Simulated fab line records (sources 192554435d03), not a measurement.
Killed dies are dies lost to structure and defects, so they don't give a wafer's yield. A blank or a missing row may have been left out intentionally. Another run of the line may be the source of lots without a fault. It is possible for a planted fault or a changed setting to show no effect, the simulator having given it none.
Chamber matching :: flow n5-finfet :: rie-diel-05 running N5_MOL_CONTACT_COAG_VIA_ETCH_117: 4 sister chambers
The step etches SiO2 in C4F6/O2, target depth 40 nm, overetch 8 nm, time 26 s. 4 wafers are shown with their chamber, then 10 later ones without.

## EACH WAFER AND ITS CHAMBER
wafer: L089.4
chamber: 2
drypump-motor-current-A (A): 5.5

wafer: L089.5
chamber: 0
drypump-motor-current-A (A): 6.1

wafer: L091.3
chamber: 3
drypump-motor-current-A (A): 6.1

wafer: L091.5
chamber: 1
drypump-motor-current-A (A): 5.8

## WAFERS WITH NO CHAMBER GIVEN
wafer: L091.6
drypump-motor-current-A (A): 6.1

wafer: L092.2
drypump-motor-current-A (A): 5.8

wafer: L092.3
drypump-motor-current-A (A): 6.1

wafer: L092.6
drypump-motor-current-A (A): 6.1

wafer: L093.2
drypump-motor-current-A (A): 5.8

wafer: L093.3
drypump-motor-current-A (A): 6.2

wafer: L093.5
drypump-motor-current-A (A): 6.1

wafer: L096.1
drypump-motor-current-A (A): 6.1

wafer: L096.2
drypump-motor-current-A (A): 6.1

wafer: L096.5
drypump-motor-current-A (A): 5.5

## WHICH CHAMBER EACH WENT THROUGH
wafer: L091.6
from the rows above: can't be placed: 0 or 3
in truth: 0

wafer: L092.2
from the rows above: 1
in truth: 1

wafer: L092.3
from the rows above: can't be placed: 0 or 3
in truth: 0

wafer: L092.6
from the rows above: can't be placed: 0 or 3
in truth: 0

wafer: L093.2
from the rows above: 1
in truth: 1

wafer: L093.3
from the rows above: can't be placed: 0 or 3
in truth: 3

wafer: L093.5
from the rows above: can't be placed: 0 or 3
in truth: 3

wafer: L096.1
from the rows above: can't be placed: 0 or 3
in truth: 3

wafer: L096.2
from the rows above: can't be placed: 0 or 3
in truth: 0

wafer: L096.5
from the rows above: 2
in truth: 2
3 of 10 placed correctly. Not placeable from these rows: 7 (in 7, the candidates include the true chamber). Placed wrongly: 0.
How it was worked out, from the rows above alone: a wafer's distance from a chamber is the root of the sum, over the readings, of the square of ((its reading less the chamber's mean) divided by the reading's scatter). If the next closest chamber is less than 2 further off than the closest, the wafer can't be placed; otherwise it belongs to the closest. Each chamber's mean is taken over the wafers shown for it. The scatter: root of mean squared gap, hidden wafer to nearest shown wafer, with one shown wafer a chamber.
